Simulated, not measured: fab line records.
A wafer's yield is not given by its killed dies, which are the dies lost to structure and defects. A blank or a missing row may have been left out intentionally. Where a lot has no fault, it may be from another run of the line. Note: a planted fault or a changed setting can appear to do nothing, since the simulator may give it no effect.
Matching of chambers -- flow n5_finfet -- N5_FIN_SAQP_ETCH_51 on rie_diel-01 has 4 sister chambers
The step etches SiARC in CF4, target depth 45.5 nm, time 75.8 s. 14 wafers are shown with their chamber, then 7 later ones without.

WAFERS, EACH WITH ITS CHAMBER
wafer,chamber,showerhead_plenum_p_Torr (Torr),throttle_valve_pct (%),rf_vpp_V (V)
L074.2,0,2.26,15.48,185.2
L074.5,3,2.17,15.63,184.9
L074.6,0,2.26,15.47,185.7
L082.1,0,2.26,15.50,185.9
L082.3,2,2.10,15.62,183.8
L082.4,3,2.16,15.67,185.0
L089.2,1,2.17,15.47,183.2
L089.4,3,2.16,15.70,184.6
L089.5,1,2.17,15.49,183.4
L090.1,3,2.16,15.70,185.1
L090.4,2,2.10,15.64,182.8
L090.5,0,2.25,15.55,185.0
L094.1,1,2.16,15.51,183.7
L094.4,0,2.25,15.56,185.4

SIGNATURES, as means of the wafers listed above
reading,chamber 0,chamber 1,chamber 2,chamber 3,scatter within a chamber
showerhead_plenum_p_Torr,2.2560,2.1667,2.1000,2.1625,0.00512
throttle_valve_pct,15.5120,15.4900,15.6300,15.6750,0.0331
rf_vpp_V,185.440,183.433,183.300,184.900,0.36
Rule: for a wafer and a chamber, the distance is found by dividing, reading by reading, the gap between the wafer's reading and the chamber's mean by the reading's scatter, squaring, summing and taking the root. If the next closest chamber is less than 2 further off than the closest, the wafer can't be placed; otherwise it belongs to the closest. The scatter: take each reading less its chamber's mean, square it, sum over the shown wafers, divide by the number of wafers less the number of chambers, and take the root.

WAFERS WITH NO CHAMBER GIVEN
wafer,showerhead_plenum_p_Torr (Torr),throttle_valve_pct (%),rf_vpp_V (V)
L094.5,2.25,15.58,185.9
L095.1,2.15,15.72,184.5
L095.2,2.16,15.51,185.5
L095.4,2.25,15.58,184.3
L096.1,2.09,15.67,181.6
L096.2,2.15,15.74,184.0
L096.3,2.25,15.58,186.1

WHICH CHAMBER EACH ONE RAN IN
wafer,from the rows above,in truth
L094.5,0,0
L095.1,3,3
L095.2,can't be placed: 3 or 1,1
L095.4,0,0
L096.1,2,2
L096.2,3,3
L096.3,0,0
Correctly placed: 6 of 7. These rows do not allow placing 1 (true chamber among the candidates in 1). Placed wrongly: 0.
